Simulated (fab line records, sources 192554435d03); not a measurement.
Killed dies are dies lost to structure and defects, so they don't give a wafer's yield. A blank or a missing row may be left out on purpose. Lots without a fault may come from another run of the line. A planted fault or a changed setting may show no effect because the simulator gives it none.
Split-lot experiment | flow n5_finfet | 7 lots, 39 wafers read, on a route of 1938 steps

THE SPLIT
At N5_BEOL_M2_ETCHBACK_99 (etches SiO2 in CHF3, target depth 5 nm, time 10.4 s), the setting target_depth_a was moved away from the recipe's 50 angstrom on 18 of the 39 wafers read, by -41.6% to +57.5%. The other wafers ran this setting at the recipe's value.

The reading is taken at the split's own step.

THE READING
CAR-EUV_of_BEOL_M2_COAT_22.thk_nm (the simulator's own value, which no gauge read), in nm, at N5_BEOL_M2_ETCHBACK_99 (etches SiO2 in CHF3, target depth 5 nm, time 10.4 s). The file gives no usual value for it. The 21 wafers here that ran the recipe average 10.4 nm, standard deviation 0.14 nm.

wafer  | tool, chamber at the split | target_depth_a as run, angstrom | against the recipe | CAR-EUV_of_BEOL_M2_COAT_22.thk_nm, nm | against lot-mates on the recipe
L075.1 | rie_diel-06, 0             | 50                              | recipe             | 10.4                                  | -
L075.2 | rie_diel-06, 3             | 50                              | recipe             | 10.2                                  | -
L075.3 | rie_diel-06, 2             | 50                              | recipe             | 10                                    | -
L075.4 | rie_diel-06, 1,1,2         | 34.34                           | -31.3%             | 10.4                                  | +0.2
L075.5 | rie_diel-06, 1,1,2         | 34.34                           | -31.3%             | 10.4                                  | +0.2
L075.6 | rie_diel-06, 1,1,2         | 34.34                           | -31.3%             | 10.4                                  | +0.2
L076.1 | rie_diel-06, 3,2,2         | 74.3                            | +48.6%             | 10                                    | -0.4
L076.3 | rie_diel-06, 3,2,2         | 74.3                            | +48.6%             | 10                                    | -0.4
L076.6 | rie_diel-06, 3,2,2         | 74.3                            | +48.6%             | 10                                    | -0.4
L076.2 | rie_diel-06, 0,1,1         | 50                              | recipe             | 10.4                                  | -
L076.4 | rie_diel-06, 0,1,1         | 50                              | recipe             | 10.4                                  | -
L076.5 | rie_diel-06, 0,1,1         | 50                              | recipe             | 10.4                                  | -
L078.1 | rie_diel-02, 3             | 50                              | recipe             | 10.2                                  | -
L078.2 | rie_diel-02, 2,1           | 50                              | recipe             | 10.4                                  | -
L078.4 | rie_diel-02, 2,1           | 50                              | recipe             | 10.4                                  | -
L078.3 | rie_diel-02, 0,0,3         | 66.84                           | +33.7%             | 10.2                                  | -0.1
L078.5 | rie_diel-02, 0,0,3         | 66.84                           | +33.7%             | 10.2                                  | -0.1
L078.6 | rie_diel-02, 0,0,3         | 66.84                           | +33.7%             | 10.2                                  | -0.1
L082.1 | rie_diel-02, 1             | 50                              | recipe             | 10.2                                  | -
L082.3 | rie_diel-02, 2,0           | 50                              | recipe             | 10.4                                  | -
L082.4 | rie_diel-02, 2,0           | 50                              | recipe             | 10.4                                  | -
L085.1 | rie_diel-05, 2,1,1         | 37.32                           | -25.4%             | 10.6                                  | +0.1
L085.3 | rie_diel-05, 2,1,1         | 37.32                           | -25.4%             | 10.6                                  | +0.1
L085.5 | rie_diel-05, 2,1,1         | 37.32                           | -25.4%             | 10.6                                  | +0.1
L085.2 | rie_diel-05, 0,2           | 50                              | recipe             | 10.6                                  | -
L085.4 | rie_diel-05, 0,2           | 50                              | recipe             | 10.6                                  | -
L085.6 | rie_diel-05, 0             | 50                              | recipe             | 10.4                                  | -
L092.1 | rie_diel-05, 0,1,3         | 78.73                           | +57.5%             | 10                                    | -0.4
L092.4 | rie_diel-05, 0,1,3         | 78.73                           | +57.5%             | 10                                    | -0.4
L092.6 | rie_diel-05, 0,1,3         | 78.73                           | +57.5%             | 10                                    | -0.4
L092.2 | rie_diel-05, 2,3,0         | 50                              | recipe             | 10.4                                  | -
L092.3 | rie_diel-05, 2,3,0         | 50                              | recipe             | 10.4                                  | -
L092.5 | rie_diel-05, 2,3,0         | 50                              | recipe             | 10.4                                  | -
L094.1 | rie_diel-02, 0,3           | 50                              | recipe             | 10.6                                  | -
L094.2 | rie_diel-02, 0,3           | 50                              | recipe             | 10.6                                  | -
L094.3 | rie_diel-02, 2,1,0         | 29.2                            | -41.6%             | 11                                    | +0.5
L094.4 | rie_diel-02, 2,1,0         | 29.2                            | -41.6%             | 11                                    | +0.5
L094.5 | rie_diel-02, 2,1,0         | 29.2                            | -41.6%             | 11                                    | +0.5
L094.6 | rie_diel-02, 1             | 50                              | recipe             | 10.4                                  | -
Where a row lists several chambers, the file gives one row for several wafers and doesn't say which wafer went through which chamber.

THE FIT
A straight line over all 39 wafers: CAR-EUV_of_BEOL_M2_COAT_22.thk_nm changes by -0.00782 nm for each +1% of target_depth_a; r = -0.82; the points scatter about the line by 0.15 nm.
The same after taking each lot's own level away (the mean of its wafers on the recipe; 39 wafers): -0.00735 nm for each +1%; r = -0.91; scatter 0.098 nm.
On that fit, the largest move of target_depth_a shifts the reading by 0.42 nm.
The lots' own levels span 10.20 to 10.53 nm, that is 2.3 times the standard deviation above.
So the lot-to-lot level changes the slope little: the two slopes agree.
Check: with one of the wafers moved furthest among these (+57.5%) left out of the fit, the line predicts -0.416 nm for it against its lot-mates. It came out at -0.4 nm against them.

OTHER SPLITS ON THESE WAFERS
These wafers also went through other splits before the reading. Each is held against what the fit with the lots' levels taken away leaves over:
other split on the same wafers       | wafers away from the commonest value | r with CAR-EUV_of_BEOL_M2_COAT_22.thk_nm (lot level and that fit taken away)
N5_ZERO_LAYER_PECVD_02 time_s        | 15                                   | -0.23
N5_FIN_SAQP_PECVD_47 time_s          | 15                                   | +0.02
N5_SD_EPI_N_EPI_21 epi_growth_time_s | 15                                   | +0.02
N5_SD_EPI_P_EPI_21 time_s            | 9                                    | +0.08

THE FILE'S OWN FIT
CAR-EUV_of_BEOL_M2_COAT_22.thk_nm changes by -0.00732 nm for each +1% of target_depth_a, r = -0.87.
